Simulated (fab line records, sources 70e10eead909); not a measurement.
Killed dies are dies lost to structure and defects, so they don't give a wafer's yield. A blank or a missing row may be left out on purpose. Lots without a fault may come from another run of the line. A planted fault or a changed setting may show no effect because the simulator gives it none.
Chamber matching | flow nand_harc | NHARC_A_BONDPAD_DESCUM_11 on rie_diel-12: 4 sister chambers
The step chemistry O2, time 3 s. 18 wafers are shown with their chamber, then 9 later ones without.

WAFERS WITH THEIR CHAMBER
wafer  | chamber | drypump_motor_current_A (A) | oes_product_au (a.u.) | rf_vpp_V (V)
L977.1 | 2       | 6.4                         | 1.012                 | 58.0
L977.2 | 0       | 5.1                         | 0.999                 | 57.7
L977.6 | 1       | 5.3                         | 0.989                 | 58.5
L978.3 | 1       | 5.3                         | 0.992                 | 58.5
L978.4 | 0       | 5.1                         | 0.998                 | 60.5
L978.5 | 1       | 5.3                         | 0.989                 | 58.8
L980.1 | 3       | 5.0                         | 0.997                 | 58.9
L980.2 | 2       | 6.3                         | 1.005                 | 57.0
L980.6 | 2       | 6.4                         | 1.006                 | 56.9
L976.3 | 0       | 5.1                         | 0.997                 | 58.7
L976.4 | 3       | 5.0                         | 1.000                 | 57.3
L976.5 | 2       | 6.3                         | 1.014                 | 57.1
L982.2 | 0       | 5.0                         | 0.994                 | 59.4
L982.3 | 2       | 6.4                         | 0.997                 | 57.5
L982.4 | 3       | 5.0                         | 0.993                 | 57.4
L985.1 | 0       | 5.1                         | 0.997                 | 60.2
L985.3 | 2       | 6.3                         | 0.998                 | 57.1
L985.6 | 3       | 5.0                         | 1.013                 | 58.7

SIGNATURES (means of the wafers above)
reading                 | chamber 0 | chamber 1 | chamber 2 | chamber 3 | scatter within a chamber
drypump_motor_current_A | 5.080     | 5.300     | 6.350     | 5.000     | 0.0405
oes_product_au          | 0.99700   | 0.99000   | 1.00533   | 1.00075   | 0.0059
rf_vpp_V                | 59.300    | 58.600    | 57.267    | 58.075    | 0.766
Rule: a wafer's distance from a chamber is the root of the sum, over the readings, of the square of ((its reading less the chamber's mean) divided by the reading's scatter). The wafer belongs to the nearest chamber; if the next one is less than 2 further off, it can't be placed. The scatter: the root of (the sum of the squares of (reading less its chamber's mean) over the shown wafers, divided by (wafers less chambers)).

WAFERS WITHOUT THEIR CHAMBER
wafer  | drypump_motor_current_A (A) | oes_product_au (a.u.) | rf_vpp_V (V)
L994.1 | 5.0                         | 1.001                 | 58.3
L994.3 | 5.3                         | 0.999                 | 58.5
L994.4 | 6.3                         | 1.003                 | 58.9
L995.2 | 5.1                         | 1.018                 | 58.2
L995.4 | 5.0                         | 1.007                 | 58.6
L995.5 | 5.1                         | 1.014                 | 58.7
L996.1 | 5.3                         | 0.994                 | 58.3
L996.3 | 5.1                         | 1.017                 | 58.5
L996.4 | 6.3                         | 0.998                 | 58.1

WHICH CHAMBER EACH WENT THROUGH
wafer  | from the rows above     | in truth
L994.1 | 3                       | 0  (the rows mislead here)
L994.3 | 1                       | 1
L994.4 | 2                       | 2
L995.2 | can't be placed: 3 or 0 | 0
L995.4 | can't be placed: 3 or 0 | 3
L995.5 | can't be placed: 0 or 3 | 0
L996.1 | 1                       | 1
L996.3 | can't be placed: 0 or 3 | 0
L996.4 | 2                       | 2
Placed correctly: 4 of 9. Can't be placed from these rows: 4 (the true chamber is among the candidates in 4). Placed wrongly: 1.
